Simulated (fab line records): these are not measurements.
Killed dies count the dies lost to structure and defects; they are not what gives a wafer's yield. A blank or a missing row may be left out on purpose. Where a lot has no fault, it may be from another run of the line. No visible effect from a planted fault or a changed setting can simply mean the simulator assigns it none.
What tool caused it? | flow nand-harc | Sampling: 24 lots, 72 wafers, 6 of 1159 route steps

WHAT THE GAUGES SHOWED, per wafer
The record lacks any reading of a measuring or inspecting step that a usual standard deviation could be used to judge.

EACH LOT AND THE TOOL THAT RAN IT (in order: tool; ch and the chambers of the sampled wafers; start)
lot  | NHARC_P_M0_DEP_32               | NHARC_P_M2_STRIP_18                | NHARC_P_M2_PVD_20                       | NHARC_P_M2_PVD_21                       | NHARC_P_BONDPAD_CMP_32        | NHARC_P_BONDPAD_ACTIVATE_29
L074 | pecvd-03 ch 0,1, day 6 08:32    | rie-diel-06 ch 0,1,2, day 6 14:31  | pvd-sputter-01, day 6 17:40 or earlier  | pvd-sputter-01, day 6 17:40 or earlier  | cmp-01 ch 1,2, day 6 17:40    | rie-diel-07 ch 0,1,2, day 6 21:25
L075 | pecvd-03 ch 1,2, day 6 08:53    | rie-diel-06 ch 0,1,2, day 6 15:11  | pvd-sputter-03, day 6 18:22 or earlier  | pvd-sputter-03, day 6 18:22 or earlier  | cmp-04 ch 1,3, day 6 18:22    | rie-diel-05 ch 0,1,2, day 6 22:02
L077 | pecvd-04 ch 0,1,2, day 6 12:02  | rie-diel-13 ch 1,2,3, day 6 17:45  | pvd-sputter-03, day 6 21:06 or earlier  | pvd-sputter-03, day 6 21:06 or earlier  | cmp-01 ch 0,1,3, day 6 21:06  | rie-diel-07 ch 0,2,3, day 7 00:38
L076 | pecvd-04 ch 0,1,2, day 6 13:56  | rie-diel-06 ch 1,2,3, day 6 19:50  | pvd-sputter-03, day 6 23:01 or earlier  | pvd-sputter-03, day 6 23:01 or earlier  | cmp-03 ch 0,1,3, day 6 23:01  | rie-diel-07 ch 1,2,3, day 7 02:36
L078 | pecvd-03 ch 0,2, day 6 19:02    | rie-diel-01 ch 0,1,2, day 7 05:34  | pvd-sputter-03, day 7 08:42 or earlier  | pvd-sputter-03, day 7 08:42 or earlier  | cmp-04 ch 1,2, day 7 08:42    | rie-diel-07 ch 0,2,3, day 7 12:25
L079 | pecvd-02 ch 0,1,2, day 7 03:26  | rie-diel-13 ch 1,2,3, day 7 09:16  | pvd-sputter-02, day 7 12:34 or earlier  | pvd-sputter-02, day 7 12:34 or earlier  | cmp-01 ch 0,1,2, day 7 12:34  | rie-diel-07 ch 0,3, day 7 16:11
L080 | pecvd-03 ch 1,2, day 7 15:31    | rie-diel-01 ch 1,2,3, day 7 21:53  | pvd-sputter-03, day 8 01:03 or earlier  | pvd-sputter-03, day 8 01:03 or earlier  | cmp-04 ch 0,1,3, day 8 01:03  | rie-diel-05 ch 1,2,3, day 8 04:45
L081 | pecvd-03 ch 0,1,2, day 7 21:22  | rie-diel-06 ch 1,2,3, day 8 03:43  | pvd-sputter-02, day 8 07:02 or earlier  | pvd-sputter-02, day 8 07:02 or earlier  | cmp-01 ch 1,2,3, day 8 07:02  | rie-diel-07 ch 1,3, day 8 10:41
L082 | pecvd-04 ch 0,1,2, day 7 21:37  | rie-diel-01 ch 0,2,3, day 8 03:46  | pvd-sputter-01, day 8 07:07 or earlier  | pvd-sputter-01, day 8 07:07 or earlier  | cmp-04 ch 0,1,3, day 8 07:07  | rie-diel-07 ch 1,2,3, day 8 10:56
L083 | pecvd-03 ch 0,1,2, day 8 04:58  | rie-diel-01 ch 0,3, day 8 10:55    | pvd-sputter-01, day 8 14:06 or earlier  | pvd-sputter-01, day 8 14:06 or earlier  | cmp-03 ch 1,2,3, day 8 14:06  | rie-diel-05 ch 0,2,3, day 8 18:01
L084 | pecvd-03 ch 0,1,2, day 8 05:49  | rie-diel-06 ch 0,1, day 8 12:03    | pvd-sputter-02, day 8 15:37 or earlier  | pvd-sputter-02, day 8 15:37 or earlier  | cmp-04 ch 0,2,3, day 8 15:37  | rie-diel-05 ch 0,1,2, day 8 19:16
L086 | pecvd-04 ch 0,1, day 9 01:24    | rie-diel-01 ch 2,3, day 9 08:00    | pvd-sputter-01, day 9 11:12 or earlier  | pvd-sputter-01, day 9 11:12 or earlier  | cmp-03 ch 2,3, day 9 11:12    | rie-diel-05 ch 1,2, day 9 14:54
L088 | pecvd-02 ch 0,1,2, day 9 01:52  | rie-diel-01 ch 0,3, day 9 08:21    | pvd-sputter-02, day 9 11:59 or earlier  | pvd-sputter-02, day 9 11:59 or earlier  | cmp-01 ch 1,2,3, day 9 11:59  | rie-diel-07 ch 0,1,3, day 9 15:39
L085 | pecvd-03 ch 0,1, day 9 02:58    | rie-diel-01 ch 0,1,2, day 9 09:34  | pvd-sputter-03, day 9 12:43 or earlier  | pvd-sputter-03, day 9 12:43 or earlier  | cmp-03 ch 1,2, day 9 12:43    | rie-diel-07 ch 1,2, day 9 16:22
L087 | pecvd-03 ch 0,1, day 9 10:10    | rie-diel-01 ch 1,2, day 9 16:02    | pvd-sputter-03, day 9 19:20 or earlier  | pvd-sputter-03, day 9 19:20 or earlier  | cmp-04 ch 0,2,3, day 9 19:20  | rie-diel-07 ch 0,2,3, day 9 22:51
L089 | pecvd-04 ch 0,1,2, day 9 22:58  | rie-diel-01 ch 0,2,3, day 10 05:17 | pvd-sputter-01, day 10 08:30 or earlier | pvd-sputter-01, day 10 08:30 or earlier | cmp-01 ch 2,3, day 10 08:30   | rie-diel-07 ch 1,2,3, day 10 12:11
L090 | pecvd-03 ch 0,2, day 10 02:28   | rie-diel-13 ch 1,2,3, day 10 08:20 | pvd-sputter-02, day 10 11:26 or earlier | pvd-sputter-02, day 10 11:26 or earlier | cmp-01 ch 0,2,3, day 10 11:26 | rie-diel-05 ch 0,1,3, day 10 15:08
L091 | pecvd-04 ch 0,1,2, day 10 06:36 | rie-diel-06 ch 1,2, day 10 12:27   | pvd-sputter-02, day 10 15:40 or earlier | pvd-sputter-02, day 10 15:40 or earlier | cmp-03 ch 0,1,3, day 10 15:40 | rie-diel-05 ch 0,1,3, day 10 20:07
L092 | pecvd-03 ch 0,1, day 10 09:15   | rie-diel-06 ch 1,2, day 10 15:14   | pvd-sputter-03, day 10 18:43 or earlier | pvd-sputter-03, day 10 18:43 or earlier | cmp-04 ch 0,2,3, day 10 18:43 | rie-diel-05 ch 0,1, day 10 22:31
L093 | pecvd-04 ch 0,2, day 10 12:25   | rie-diel-01 ch 2,3, day 10 18:28   | pvd-sputter-02, day 10 21:45 or earlier | pvd-sputter-02, day 10 21:45 or earlier | cmp-03 ch 0,1,2, day 10 21:45 | rie-diel-07 ch 2,3, day 11 01:28
L094 | pecvd-03 ch 0,1,2, day 10 21:36 | rie-diel-01 ch 0,2,3, day 11 03:37 | pvd-sputter-03, day 11 07:04 or earlier | pvd-sputter-03, day 11 07:04 or earlier | cmp-01 ch 0,1,3, day 11 07:04 | rie-diel-07 ch 1,3, day 11 10:47
L095 | pecvd-03 ch 0,1, day 10 23:34   | rie-diel-01 ch 1,2,3, day 11 05:28 | pvd-sputter-02, day 11 09:01 or earlier | pvd-sputter-02, day 11 09:01 or earlier | cmp-04 ch 1,2, day 11 09:01   | rie-diel-07 ch 1,3, day 11 12:40
L096 | pecvd-04 ch 0,1,2, day 11 07:25 | rie-diel-01 ch 0,2,3, day 11 13:22 | pvd-sputter-01, day 11 16:44 or earlier | pvd-sputter-01, day 11 16:44 or earlier | cmp-01 ch 0,1,3, day 11 16:44 | rie-diel-07 ch 0,1,3, day 11 20:23
L097 | pecvd-04 ch 0,1, day 11 16:37   | rie-diel-01 ch 1,3, day 11 22:42   | pvd-sputter-03, day 12 01:52 or earlier | pvd-sputter-03, day 12 01:52 or earlier | cmp-04 ch 0,3, day 12 01:52   | rie-diel-07 ch 0,1, day 12 05:23
- NHARC_P_M0_DEP_32: deposits SiCN, target thk 30 nm.
- NHARC_P_M2_STRIP_18: strips in N2/H2.
- NHARC_P_M2_PVD_20: deposits TaN, target thk 5 nm, time 8.06 s.
- NHARC_P_M2_PVD_21: deposits Cu, target thk 30 nm, time 20.49 s.
- NHARC_P_BONDPAD_CMP_32: polishes SiCN, target thk 200 nm.
- NHARC_P_BONDPAD_ACTIVATE_29: chemistry N2, time 60 s.

WHAT THE TOOLS THEMSELVES READ (means of the sampled wafers that have a number; where no wafer has one, the mark that the record gives instead)
NHARC_P_M0_DEP_32.
lot  | tool     | heater-power-w (W)
L074 | pecvd-03 | 560
L075 | pecvd-03 | 567
L077 | pecvd-04 | 544
L076 | pecvd-04 | 489
L078 | pecvd-03 | 632
L079 | pecvd-02 | 483
L080 | pecvd-03 | 589
L081 | pecvd-03 | 607
L082 | pecvd-04 | 515
L083 | pecvd-03 | 564
L084 | pecvd-03 | 556
L086 | pecvd-04 | 521
L088 | pecvd-02 | 517
L085 | pecvd-03 | 531
L087 | pecvd-03 | 545
L089 | pecvd-04 | 538
L090 | pecvd-03 | 550
L091 | pecvd-04 | 537
L092 | pecvd-03 | 507
L093 | pecvd-04 | 511
L094 | pecvd-03 | 538
L095 | pecvd-03 | 478
L096 | pecvd-04 | 551
L097 | pecvd-04 | 536

NHARC_P_M2_STRIP_18.
lot  | tool        | chamber-pressure-mTorr (mTorr) | drypump-motor-current-A (A) | oes-product-au (a.u.) | rf-vpp-V (V) | showerhead-plenum-p-Torr (Torr) | throttle-valve-pct (%)
L074 | rie-diel-06 | 29.992                         | 5.6                         | 1.007                 | 91.2         | 2.07                            | 14.176
L075 | rie-diel-06 | 29.997                         | 5.6                         | 1.005                 | 90.5         | 2.07                            | 14.173
L077 | rie-diel-13 | 30.021                         | 5.8                         | 0.994                 | 92.0         | 2.12                            | 14.171
L076 | rie-diel-06 | 29.984                         | 6.0                         | 1.000                 | 91.1         | 2.08                            | 14.165
L078 | rie-diel-01 | 29.993                         | 5.6                         | 1.000                 | 90.7         | 2.01                            | 14.159
L079 | rie-diel-13 | 29.995                         | 5.8                         | 0.999                 | 91.8         | 2.12                            | 14.166
L080 | rie-diel-01 | 29.991                         | 5.6                         | 0.990                 | 90.1         | 1.99                            | 14.177
L081 | rie-diel-06 | 29.984                         | 6.0                         | 0.996                 | 90.9         | 2.08                            | 14.174
L082 | rie-diel-01 | 29.997                         | 5.2                         | 1.005                 | 89.6         | 2.01                            | 14.176
L083 | rie-diel-01 | 30.011                         | 5.2                         | 1.009                 | 90.3         | 2.05                            | 14.175
L084 | rie-diel-06 | 29.993                         | 5.6                         | 1.000                 | 90.5         | 2.04                            | 14.175
L086 | rie-diel-01 | 29.994                         | 5.3                         | 0.992                 | 90.0         | 1.99                            | 14.168
L088 | rie-diel-01 | 30.007                         | 5.2                         | 1.012                 | 90.1         | 2.02                            | 14.175
L085 | rie-diel-01 | 30.022                         | 5.5                         | 0.997                 | 89.8         | 2.01                            | 14.167
L087 | rie-diel-01 | 29.988                         | 5.7                         | 0.986                 | 89.9         | 1.98                            | 14.164
L089 | rie-diel-01 | 29.993                         | 5.3                         | 0.999                 | 90.3         | 2.01                            | 14.169
L090 | rie-diel-13 | 29.998                         | 5.8                         | 0.991                 | 91.1         | 2.11                            | 14.173
L091 | rie-diel-06 | 30.012                         | 5.9                         | 0.999                 | 91.1         | 2.14                            | 14.166
L092 | rie-diel-06 | 29.985                         | 5.9                         | 0.999                 | 92.1         | 2.12                            | 14.171
L093 | rie-diel-01 | 29.991                         | 5.3                         | 0.994                 | 91.4         | 1.99                            | 14.170
L094 | rie-diel-01 | 30.029                         | 5.2                         | 1.003                 | 90.5         | 2.01                            | 14.175
L095 | rie-diel-01 | 29.993                         | 5.6                         | 0.987                 | 89.8         | 1.99                            | 14.165
L096 | rie-diel-01 | 30.012                         | 5.2                         | 0.991                 | 90.2         | 2.01                            | 14.164
L097 | rie-diel-01 | 29.991                         | 5.6                         | 1.011                 | 92.0         | 2.00                            | 14.174

NHARC_P_M2_PVD_20.
lot  | tool           | throttle-valve-pct (%)
L074 | pvd-sputter-01 | 29.5
L075 | pvd-sputter-03 | 29.3
L077 | pvd-sputter-03 | 29.5
L076 | pvd-sputter-03 | 29.4
L078 | pvd-sputter-03 | 30.0
L079 | pvd-sputter-02 | 30.1
L080 | pvd-sputter-03 | 29.7
L081 | pvd-sputter-02 | 30.8
L082 | pvd-sputter-01 | 29.8
L083 | pvd-sputter-01 | 29.1
L084 | pvd-sputter-02 | 30.0
L086 | pvd-sputter-01 | 29.8
L088 | pvd-sputter-02 | 31.1
L085 | pvd-sputter-03 | 29.8
L087 | pvd-sputter-03 | 29.2
L089 | pvd-sputter-01 | 29.1
L090 | pvd-sputter-02 | 29.5
L091 | pvd-sputter-02 | 29.7
L092 | pvd-sputter-03 | 29.8
L093 | pvd-sputter-02 | 30.7
L094 | pvd-sputter-03 | 29.5
L095 | pvd-sputter-02 | 29.2
L096 | pvd-sputter-01 | 29.2
L097 | pvd-sputter-03 | 29.7

NHARC_P_M2_PVD_21.
lot  | tool           | throttle-valve-pct (%)
L074 | pvd-sputter-01 | 29.7
L075 | pvd-sputter-03 | 29.7
L077 | pvd-sputter-03 | 29.5
L076 | pvd-sputter-03 | 29.5
L078 | pvd-sputter-03 | 30.0
L079 | pvd-sputter-02 | 30.2
L080 | pvd-sputter-03 | 29.6
L081 | pvd-sputter-02 | 31.0
L082 | pvd-sputter-01 | 29.8
L083 | pvd-sputter-01 | 29.4
L084 | pvd-sputter-02 | 31.0
L086 | pvd-sputter-01 | 30.1
L088 | pvd-sputter-02 | 30.3
L085 | pvd-sputter-03 | 29.8
L087 | pvd-sputter-03 | 29.3
L089 | pvd-sputter-01 | 29.0
L090 | pvd-sputter-02 | 30.4
L091 | pvd-sputter-02 | 29.2
L092 | pvd-sputter-03 | 29.6
L093 | pvd-sputter-02 | 29.4
L094 | pvd-sputter-03 | 29.3
L095 | pvd-sputter-02 | 30.0
L096 | pvd-sputter-01 | 29.7
L097 | pvd-sputter-03 | 29.8

NHARC_P_BONDPAD_CMP_32.
lot  | tool   | motor-current-A (A)
L074 | cmp-01 | 12.4
L075 | cmp-04 | 12.6
L077 | cmp-01 | 12.1
L076 | cmp-03 | 11.5
L078 | cmp-04 | 12.3
L079 | cmp-01 | 12.7
L080 | cmp-04 | 12.4
L081 | cmp-01 | 12.0
L082 | cmp-04 | 12.7
L083 | cmp-03 | 12.3
L084 | cmp-04 | 12.0
L086 | cmp-03 | 12.2
L088 | cmp-01 | 11.9
L085 | cmp-03 | 12.6
L087 | cmp-04 | 12.1
L089 | cmp-01 | 12.2
L090 | cmp-01 | 12.3
L091 | cmp-03 | 11.3
L092 | cmp-04 | 11.8
L093 | cmp-03 | 11.9
L094 | cmp-01 | 11.8
L095 | cmp-04 | 11.7
L096 | cmp-01 | 11.9
L097 | cmp-04 | 12.0

NHARC_P_BONDPAD_ACTIVATE_29.
lot  | tool        | drypump-motor-current-A (A) | oes-product-au (a.u.) | rf-vpp-V (V) | showerhead-plenum-p-Torr (Torr)
L074 | rie-diel-07 | 5.9                         | 1.005                 | 63.1         | 1.69
L075 | rie-diel-05 | 5.7                         | 1.002                 | 65.0         | 1.78
L077 | rie-diel-07 | 6.1                         | 1.003                 | 64.0         | 1.72
L076 | rie-diel-07 | 6.1                         | 1.005                 | 63.9         | 1.69
L078 | rie-diel-07 | 6.1                         | 0.996                 | 63.7         | 1.72
L079 | rie-diel-07 | 6.1                         | 1.001                 | 64.0         | 1.72
L080 | rie-diel-05 | 5.7                         | 1.002                 | 64.5         | 1.77
L081 | rie-diel-07 | 6.1                         | 1.010                 | 64.5         | 1.69
L082 | rie-diel-07 | 6.0                         | 1.004                 | 63.8         | 1.69
L083 | rie-diel-05 | 6.1                         | 1.005                 | 64.4         | 1.73
L084 | rie-diel-05 | 5.7                         | 1.007                 | 64.8         | 1.77
L086 | rie-diel-05 | 5.3                         | 1.008                 | 64.7         | 1.81
L088 | rie-diel-07 | 6.0                         | 1.013                 | 63.4         | 1.70
L085 | rie-diel-07 | 5.9                         | 1.008                 | 62.9         | 1.66
L087 | rie-diel-07 | 6.0                         | 1.004                 | 64.3         | 1.72
L089 | rie-diel-07 | 6.0                         | 1.011                 | 63.4         | 1.69
L090 | rie-diel-05 | 6.1                         | 1.005                 | 64.4         | 1.73
L091 | rie-diel-05 | 6.1                         | 1.001                 | 63.5         | 1.73
L092 | rie-diel-05 | 6.1                         | 1.017                 | 63.8         | 1.73
L093 | rie-diel-07 | 6.2                         | 0.995                 | 65.1         | 1.71
L094 | rie-diel-07 | 6.1                         | 0.999                 | 63.8         | 1.69
L095 | rie-diel-07 | 6.0                         | 1.010                 | 63.7         | 1.67
L096 | rie-diel-07 | 6.0                         | 1.003                 | 63.2         | 1.70
L097 | rie-diel-07 | 5.8                         | 1.013                 | 64.2         | 1.70

THE ANSWER, worked out from the rows above alone
Rule: usual is defined by the lots themselves. Put in order of their means at a reading, lots are off if they are a third of the lots or fewer, leave a main group of 4 or more, and stand apart from it by a gap of 3 or more times the standard deviation of the main group's means; of several such gaps the widest counts. A main group is skipped when, at the precision printed for the reading in the tables above, its means are all equal. A lot without any number at a reading at which 4 lots or more have one is off too. The other lots that the step has rows for count as sound. After the gauges, taken in route order, come the tools' own readings; for these a lot's mean is taken, as printed above. At the first step where some lot is off, the reading lying furthest off is the one used; lots without a number count as furthest.
Nothing can be told from this: no lot is off at any reading shown.

WHAT THE SIMULATOR PUT IN
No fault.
